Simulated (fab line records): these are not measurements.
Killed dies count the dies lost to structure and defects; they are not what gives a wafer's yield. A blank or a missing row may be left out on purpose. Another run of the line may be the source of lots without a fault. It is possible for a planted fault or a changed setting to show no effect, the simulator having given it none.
fab line records | flow nandHarc
record lots=14 | wafers=42 | lastDay=24
route steps=1159 shown A_M0@1025 A_M1@1047 A_BONDPAD@1059
lots untouched by any fault: they come from a run of this same line in which no faults occurred
startH: start of the lot's first displayed wafer, in hours after the record's first day | waitH: how many hours have passed since the lot's step before this one | " repeats the value in the row above | L1.1+2: several wafers, shown together as one row | - either no value or no given start | * or withheld: withheld | < > ~ a bound
route shown NAME@n: NAME is a module with steps in the file, n the number in the route of the first one | usual: mean/standard deviation of fault-free wafers | same: alike in all rows | chamber/n: place in a boat | sites: per-site readings | _std_site: the standard deviation of these | _edge_site: outer sites' mean less inner sites' | radiusMm: how far each site lies from the wafer's centre | mask NAME#n: copy n | behind: tool/chamber where the wafer was last shaped | hold: why the lot was held/for how many hours/how that ended | device: transistor that didn't switch, given as n, p or np | end of line: the same wafers' tests at the end of the route | where a step has no rows: the recipe by itself | killed: count of dies lost to structure and defects at first sort (not the wafer's yield) | map: a wafer's dies, marking killed ones x, the rest . and places with no die _
set.NAME: the run value of the setting; set.NAME@STEP: its run value at that earlier step | model.NAME: the simulator's own value behind a step, which no gauge read
a sample of lots followed through the steps of the route, with each step as a table and each wafer as a row
services: a tool's chamber out of use, with start hour (startH, from the record's first day; less than 0 if before it), hours out, and reason
## steps
# step NHARC_A_M0_DEP_32
# recipe targetThkA=300 | tempC=370 | targetThkNm=30 | pressureTorr=3 | flowSccm=200 | rfW=450 | material=SiCN
# usual chamberPressureTorr=3.000/0.0067 | heaterPowerOuterW=315/64 | heaterPowerW=557/90
lot.wafer | tool     | chamber | startH | waitH | chamberPressureTorr | heaterPowerOuterW | heaterPowerW
L361.1    | pecvd-04 | 0       | 404.67 | 0.1   | 2.993               | 261               | 471
L361.3    | "        | 1       | "      | "     | 2.999               | 394               | 711
L361.6    | "        | 1       | "      | "     | 3.000               | 401               | 719
L363.3    | pecvd-04 | 0       | 408.36 | 0.2   | 2.995               | 228               | 429
L363.5    | "        | 1       | "      | "     | 3.000               | 378               | 669
L363.6    | "        | 0       | "      | "     | 3.007               | 226               | 422
L364.1    | pecvd-04 | 1       | 410.00 | 0.1   | 3.000               | 409               | 712
L364.4    | "        | 0       | "      | "     | 3.002               | 272               | 473
L364.5    | "        | 1       | "      | "     | 2.995               | 404               | 707
L362.3    | pecvd-02 | 2       | 418.89 | 0.1   | 2.996               | 326               | 568
L362.2    | "        | 0       | "      | "     | 2.996               | 231               | 453
L362.4    | "        | 1       | "      | "     | 3.010               | 417               | 743
L367.2    | pecvd-03 | 0       | 444.10 | 0.1   | 2.988               | 411               | 628
L367.6    | "        | 1       | "      | "     | 2.990               | 275               | 524
L367.5    | "        | 0       | "      | "     | 2.990               | 417               | 640
L368.1    | pecvd-02 | 0       | 457.35 | 0.1   | 3.002               | 286               | 538
L368.5    | "        | 2       | "      | "     | 2.996               | 292               | 500
L368.4    | "        | 1       | "      | "     | 3.002               | 408               | 704
L369.1    | pecvd-03 | 2       | 464.07 | 0.1   | 2.993               | 293               | 546
L369.3    | "        | 0       | "      | "     | 2.991               | 416               | 641
L369.5    | "        | 0       | "      | "     | 2.993               | 413               | 619
L373.1    | pecvd-02 | 1       | 468.73 | 0.1   | 3.001               | 383               | 704
L373.3    | "        | 0       | "      | "     | 3.004               | 243               | 478
L373.5    | "        | 2       | "      | "     | 3.002               | 356               | 591
L371.1    | pecvd-04 | 0       | 469.75 | 0.1   | 2.999               | 261               | 476
L371.3    | "        | 2       | "      | "     | 2.993               | 315               | 561
L371.5    | "        | 2       | "      | "     | 3.000               | 314               | 569
L372.1    | pecvd-03 | 1       | 472.70 | 0.1   | 2.995               | 218               | 452
L372.5    | "        | 1       | "      | "     | 3.000               | 223               | 464
L372.6    | "        | 2       | "      | "     | 3.003               | 268               | 503
L374.1    | pecvd-03 | 0       | 496.41 | 0.1   | 2.994               | 383               | 570
L374.4    | "        | 1       | "      | "     | 2.998               | 228               | 415
L374.5    | "        | 2       | "      | "     | 2.994               | 359               | 627
L380.1    | pecvd-02 | 1       | 506.76 | 0.1   | 3.004               | 328               | 593
L380.3    | "        | 2       | "      | "     | 2.994               | 338               | 576
L380.6    | "        | 0       | "      | "     | 2.997               | 275               | 519
L379.3    | pecvd-03 | 2       | 510.18 | 0.1   | 3.005               | 338               | 611
L379.6    | "        | 2       | "      | "     | 3.006               | 335               | 604
L379.4    | "        | 0       | "      | "     | 2.993               | 414               | 617
L382.1    | pecvd-03 | 0       | 523.82 | 0.1   | 3.008               | 402               | 645
L382.2    | "        | 2       | "      | "     | 3.008               | 287               | 543
L382.5    | "        | 1       | "      | "     | 2.991               | 294               | 524
# step NHARC_A_M1_PRE_CLEAN_30
# recipe timeS=30 | tempC=280 | gas=H2/He
# usual heaterPowerW=385/44
lot.wafer | tool          | chamber | startH | waitH | heaterPowerW
L361.1    | pvdSputter-01 | -       | -      | -     | 363
L361.3    | "             | -       | "      | "     | 510
L361.6    | "             | -       | "      | "     | 346
L363.3    | pvdSputter-02 | -       | -      | -     | 391
L363.6    | "             | -       | "      | "     | 397
L363.5    | "             | -       | "      | "     | 342
L364.4    | pvdSputter-01 | -       | -      | -     | 349
L364.1    | "             | -       | "      | "     | 356
L364.5    | "             | -       | "      | "     | 352
L362.4    | pvdSputter-03 | -       | -      | -     | 354
L362.2    | "             | -       | "      | "     | 391
L362.3    | "             | -       | "      | "     | 388
L367.2    | pvdSputter-03 | -       | -      | -     | 395
L367.5    | "             | -       | "      | "     | 412
L367.6    | "             | -       | "      | "     | 380
L368.4    | pvdSputter-02 | -       | -      | -     | 347
L368.1    | "             | -       | "      | "     | 400
L368.5    | "             | -       | "      | "     | 384
L369.1    | pvdSputter-02 | -       | -      | -     | 346
L369.3    | "             | -       | "      | "     | 390
L369.5    | "             | -       | "      | "     | 394
L373.3    | pvdSputter-01 | -       | -      | -     | 355
L373.1    | "             | -       | "      | "     | 349
L373.5    | "             | -       | "      | "     | 501
L371.3    | pvdSputter-01 | -       | -      | -     | 502
L371.1    | "             | -       | "      | "     | 334
L371.5    | "             | -       | "      | "     | 354
L372.1    | pvdSputter-01 | -       | -      | -     | 358
L372.5    | "             | -       | "      | "     | 498
L372.6    | "             | -       | "      | "     | 351
L374.1    | pvdSputter-02 | -       | -      | -     | 341
L374.4    | "             | -       | "      | "     | 380
L374.5    | "             | -       | "      | "     | 344
L380.1    | pvdSputter-03 | -       | -      | -     | 369
L380.3    | "             | -       | "      | "     | 393
L380.6    | "             | -       | "      | "     | 362
L379.4    | pvdSputter-03 | -       | -      | -     | 392
L379.3    | "             | -       | "      | "     | 402
L379.6    | "             | -       | "      | "     | 363
L382.2    | pvdSputter-03 | -       | -      | -     | 398
L382.1    | "             | -       | "      | "     | 408
L382.5    | "             | -       | "      | "     | 396
# step NHARC_A_M1_INSPECT_27
# usual rawDefectCount=465/140
lot.wafer | tool             | chamber | startH | waitH | rawDefectCount
L361.1    | defectInspect-02 | -       | 408.91 | 0.0   | 484
L361.3    | "                | -       | "      | "     | 334
L361.6    | "                | -       | "      | "     | 411
L363.3    | defectInspect-01 | -       | 412.61 | 0.0   | 312
L363.5    | "                | -       | "      | "     | 271
L363.6    | "                | -       | "      | "     | 388
L364.1    | defectInspect-01 | -       | 414.09 | 0.0   | 363
L364.4    | "                | -       | "      | "     | 299
L364.5    | "                | -       | "      | "     | 281
L362.2    | defectInspect-02 | -       | 422.91 | 0.0   | 670
L362.3    | "                | -       | "      | "     | 414
L362.4    | "                | -       | "      | "     | 372
L367.2    | defectInspect-02 | -       | 448.34 | 0.0   | 294
L367.5    | "                | -       | "      | "     | 446
L367.6    | "                | -       | "      | "     | 304
L368.1    | defectInspect-02 | -       | 461.36 | 0.0   | 397
L368.4    | "                | -       | "      | "     | 411
L368.5    | "                | -       | "      | "     | 429
L369.1    | defectInspect-01 | -       | 468.04 | 0.0   | 251
L369.3    | "                | -       | "      | "     | 530
L369.5    | "                | -       | "      | "     | 520
L373.1    | defectInspect-01 | -       | 472.92 | 0.0   | 335
L373.3    | "                | -       | "      | "     | 387
L373.5    | "                | -       | "      | "     | 427
L371.1    | defectInspect-01 | -       | 473.73 | 0.0   | 411
L371.3    | "                | -       | "      | "     | 360
L371.5    | "                | -       | "      | "     | 318
L372.1    | defectInspect-01 | -       | 476.58 | 0.0   | 460
L372.5    | "                | -       | "      | "     | 357
L372.6    | "                | -       | "      | "     | 317
L374.1    | defectInspect-02 | -       | 500.49 | 0.0   | 795
L374.4    | "                | -       | "      | "     | 461
L374.5    | "                | -       | "      | "     | 421
L380.1    | defectInspect-02 | -       | 510.81 | 0.0   | 295
L380.3    | "                | -       | "      | "     | 369
L380.6    | "                | -       | "      | "     | 474
L379.3    | defectInspect-02 | -       | 514.22 | 0.0   | 986
L379.4    | "                | -       | "      | "     | 818
L379.6    | "                | -       | "      | "     | 896
L382.1    | defectInspect-02 | -       | 528.07 | 0.0   | 453
L382.2    | "                | -       | "      | "     | 470
L382.5    | "                | -       | "      | "     | 348
# step NHARC_A_BONDPAD_DEP_00
# recipe targetThkA=2500 | tempC=370 | targetThkNm=250 | pressureTorr=3 | flowSccm=200 | rfW=450 | material=SiCN
# usual chamberPressureTorr=3.000/0.007 | heaterPowerOuterW=322/54 | heaterPowerW=580/83
lot.wafer | tool     | chamber | startH | waitH | chamberPressureTorr | heaterPowerOuterW | heaterPowerW
L361.1    | pecvd-01 | 1       | 409.79 | -     | 2.999               | 283               | 518
L361.3    | "        | 0       | "      | "     | 2.986               | 320               | 556
L361.6    | "        | 2       | "      | "     | 3.001               | 292               | 561
L363.3    | pecvd-04 | 1       | 413.35 | -     | 3.003               | 383               | 677
L363.6    | "        | 1       | "      | "     | 3.004               | 390               | 688
L363.5    | "        | 2       | "      | "     | 3.007               | 345               | 607
L364.1    | pecvd-04 | 1       | 414.88 | -     | 3.008               | 386               | 709
L364.4    | "        | 2       | "      | "     | 2.993               | 334               | 593
L364.5    | "        | 0       | "      | "     | 2.995               | 233               | 434
L362.3    | pecvd-02 | 1       | 423.92 | -     | 3.002               | 344               | 621
L362.2    | "        | 2       | "      | "     | 2.993               | 340               | 587
L362.4    | "        | 2       | "      | "     | 2.987               | 338               | 596
L367.2    | pecvd-02 | 0       | 449.04 | -     | 2.990               | 227               | 459
L367.6    | "        | 0       | "      | "     | 2.989               | 238               | 477
L367.5    | "        | 1       | "      | "     | 3.000               | 420               | 743
L368.1    | pecvd-01 | 0       | 462.06 | -     | 2.996               | 399               | 670
L368.5    | "        | 0       | "      | "     | 2.998               | 399               | 677
L368.4    | "        | 1       | "      | "     | 2.992               | 339               | 601
L369.1    | pecvd-04 | 0       | 468.74 | -     | 2.988               | 249               | 450
L369.3    | "        | 2       | "      | "     | 3.000               | 335               | 599
L369.5    | "        | 1       | "      | "     | 3.004               | 345               | 635
L373.1    | pecvd-01 | 1       | 473.62 | -     | 2.993               | 300               | 545
L373.3    | "        | 2       | "      | "     | 3.004               | 295               | 548
L373.5    | "        | 0       | "      | "     | 2.995               | 358               | 640
L371.1    | pecvd-01 | 1       | 474.47 | -     | -                   | -                 | -
L371.3    | "        | 2       | "      | "     | -                   | -                 | -
L371.5    | "        | 0       | "      | "     | -                   | -                 | -
L372.1    | pecvd-01 | 1       | 477.39 | -     | -                   | -                 | -
L372.6    | "        | 2       | "      | "     | -                   | -                 | -
L372.5    | "        | 0       | "      | "     | -                   | -                 | -
L374.1    | pecvd-02 | 0       | 501.28 | -     | 2.996               | 286               | 542
L374.4    | "        | 2       | "      | "     | 2.992               | 305               | 541
L374.5    | "        | 1       | "      | "     | 3.013               | 371               | 675
L380.3    | pecvd-02 | 2       | 511.51 | -     | 2.997               | 306               | 524
L380.1    | "        | 0       | "      | "     | 2.993               | 295               | 552
L380.6    | "        | 1       | "      | "     | 3.004               | 388               | 695
L379.3    | pecvd-02 | 1       | 515.01 | -     | 3.007               | 379               | 667
L379.6    | "        | 2       | "      | "     | 3.000               | 352               | 584
L379.4    | "        | 1       | "      | "     | 2.999               | 379               | 694
L382.2    | pecvd-01 | 0       | 528.82 | -     | 3.007               | 399               | 680
L382.1    | "        | 1       | "      | "     | 2.991               | 320               | 584
L382.5    | "        | 1       | "      | "     | 3.005               | 328               | 592
## services
tool          | chamber | startH | hours | kind
pecvd-04      | 0       | 389.04 | -     | clean
pecvd-04      | 1       | 389.04 | -     | clean
pecvd-04      | 0       | 391.06 | 6.0   | repair
pvdSputter-02 | -       | 392.00 | 10.0  | pm
pecvd-04      | -       | 401.86 | 0.2   | repair
pecvd-04      | 2       | 402.85 | 7.6   | repair
pecvd-01      | 1       | 411.68 | 3.7   | repair
pecvd-03      | 1       | 415.32 | 4.3   | repair
pecvd-01      | -       | 418.00 | 13.0  | pm
pecvd-04      | 2       | 431.62 | 4.3   | repair
pecvd-04      | -       | 441.09 | 1.0   | repair
pvdSputter-01 | -       | 445.54 | 6.2   | repair
pvdSputter-03 | -       | 458.00 | 10.0  | pm
pecvd-03      | -       | 473.64 | 13.0  | pm
pecvd-02      | -       | 495.63 | 0.5   | repair
pvdSputter-01 | -       | 509.78 | 9.3   | repair
pecvd-02      | -       | 515.21 | 13.0  | pm
pecvd-02      | 0       | 515.21 | 13.0  | ventCycle
pecvd-02      | 1       | 515.21 | 13.0  | ventCycle
pecvd-02      | 2       | 515.21 | 13.0  | ventCycle
pecvd-04      | 1       | 519.17 | 4.4   | repair
pecvd-02      | 0       | 528.21 | -     | clean
pecvd-02      | 1       | 528.21 | -     | clean
pecvd-02      | 2       | 528.21 | -     | clean
## key
firstSign step=NHARC_A_BONDPAD_DEP_00 | reading=toolRecord | direction=missing
effect none on later readings
metAt NHARC_A_BONDPAD_DEP_00
struckLots L371,L372
scrappedBehind NHARC_A_BONDPAD_THK_MEAS_30 L371.1,L371.3,L371.5,L372.1,L372.5,L372.6
notActingAt NHARC_A_M0_DEP_32,NHARC_A_M1_PRE_CLEAN_30,NHARC_A_M1_INSPECT_27
onsetBetween 473.62 474.47
fault kind=skippedStepWhole | tool=pecvd-01 | chamber=- | onsetH=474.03 | steps=NHARC_A_BONDPAD_DEP_00 | scope=struckLotsOnly
